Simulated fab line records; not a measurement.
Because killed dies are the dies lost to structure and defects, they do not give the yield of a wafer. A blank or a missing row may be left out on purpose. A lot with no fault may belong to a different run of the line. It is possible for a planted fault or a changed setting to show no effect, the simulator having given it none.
Matching of chambers    flow nand harc    4 sister chambers for NHARC_A_STAIRCASE_CMP_450 on cmp-01
The step polishes SiO2, target thk 200 nm. 16 wafers are shown with their chamber, then 8 later ones without.

## WAFERS, EACH WITH ITS CHAMBER
wafer   chamber  motor current A (A)  edge zone pressure frac
L076.1  2        11.8                 1.004
L076.4  0        11.3                 1.000
L076.6  2        12.5                 0.995
L083.3  3        13.7                 0.996
L083.4  0        10.8                 1.005
L083.5  2        12.3                 1.000
L085.2  3        13.7                 1.003
L085.4  0        10.4                 1.006
L085.6  1        13.4                 1.004
L087.2  3        13.3                 0.994
L087.5  0        10.8                 1.007
L087.6  1        13.0                 1.001
L090.1  2        12.0                 0.996
L090.2  1        13.3                 1.004
L090.5  0        11.2                 0.988
L093.3  3        13.1                 1.004

SIGNATURES, as means of the wafers listed above
reading                  chamber 0  chamber 1  chamber 2  chamber 3  scatter within a chamber
motor current A          10.900     13.233     12.150     13.450     0.312
edge zone pressure frac  1.00120    1.00300    0.99875    0.99925    0.00561
Rule: for each reading, subtract the chamber's mean from the wafer's reading, divide by that reading's scatter and square the result; add these up over the readings and take the root, which gives the wafer's distance from the chamber. The wafer belongs to the nearest chamber; if the next one is less than 2 further off, it can't be placed. How the scatter is found: for the shown wafers, subtract from each reading the mean of its chamber, square and add these, divide the total by (wafers less chambers), then take the root.

## WAFERS WITHOUT THEIR CHAMBER
wafer   motor current A (A)  edge zone pressure frac
L093.5  14.0                 1.001
L093.6  10.4                 1.000
L095.3  13.7                 0.999
L095.4  12.0                 0.996
L095.6  12.0                 0.994
L097.3  14.4                 1.003
L097.5  10.6                 1.000
L097.6  12.8                 1.009

## EACH ONE'S CHAMBER
wafer   from the rows above           in truth
L093.5  can't be placed: 3 or 1       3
L093.6  0                             0
L095.3  can't be placed: 3 or 1       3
L095.4  2                             2
L095.6  2                             2
L097.3  can't be placed: 3 or 1       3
L097.5  0                             0
L097.6  can't be placed: 1 or 3 or 2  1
Placed correctly: 4 of 8. Cannot be placed on the basis of these rows: 4; the candidates contain the true chamber in 4. Wrongly placed: 0.
